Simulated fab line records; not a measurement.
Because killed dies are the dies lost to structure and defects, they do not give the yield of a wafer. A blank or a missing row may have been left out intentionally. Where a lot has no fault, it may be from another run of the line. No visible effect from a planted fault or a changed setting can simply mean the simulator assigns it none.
Matching of chambers -- flow n5 finfet -- N5_MOL_CONTACT_COAG_CO_FILL_22 on cvd co-01: 3 sister chambers
The step material Co, precursor CCTBA/H2, target thk 20 nm. 18 wafers are shown with their chamber, then 9 later ones without.

## WAFERS, EACH WITH ITS CHAMBER
wafer,chamber,heater power outer w (W),heater power w (W)
L079.3,0,117,218
L079.4,2,124,221
L079.6,2,123,214
L080.3,0,119,222
L080.4,2,122,224
L080.5,2,119,222
L081.2,0,120,220
L081.4,0,120,228
L081.5,0,116,220
L083.3,1,128,212
L083.5,0,119,228
L083.6,1,125,221
L088.1,1,125,216
L088.4,2,123,224
L088.6,1,125,218
L090.3,0,119,227
L090.4,0,121,224
L090.6,1,121,221

SIGNATURES, as means of the wafers listed above
reading,chamber 0,chamber 1,chamber 2,scatter within a chamber
heater power outer w,118.88,124.80,122.20,1.97
heater power w,223.38,217.60,221.00,3.96
Rule: for a wafer and a chamber, the distance is found by dividing, reading by reading, the gap between the wafer's reading and the chamber's mean by the reading's scatter, squaring, summing and taking the root. If the next closest chamber is less than 2 further off than the closest, the wafer can't be placed; otherwise it belongs to the closest. The scatter is the square root of a quotient: the sum, over the shown wafers, of each reading's squared deviation from its chamber's mean, divided by wafers minus chambers.

## WAFERS WHOSE CHAMBER IS MISSING
wafer,heater power outer w (W),heater power w (W)
L093.1,124,221
L093.5,122,221
L093.6,125,226
L091.2,126,217
L091.4,120,222
L091.6,125,222
L095.2,126,216
L095.3,122,226
L095.4,125,218

## CHAMBER TAKEN BY EACH
wafer,from the rows above,in truth
L093.1,can't be placed: 2 or 1 or 0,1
L093.5,can't be placed: 2 or 1 or 0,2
L093.6,can't be placed: 2 or 1 or 0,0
L091.2,can't be placed: 1 or 2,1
L091.4,can't be placed: 0 or 2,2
L091.6,can't be placed: 1 or 2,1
L095.2,can't be placed: 1 or 2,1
L095.3,can't be placed: 2 or 0 or 1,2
L095.4,can't be placed: 1 or 2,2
Correct placement for 0 of the 9. From these rows, 9 cannot be placed; in 9 the true chamber is one of the candidates. 0 placed wrongly.
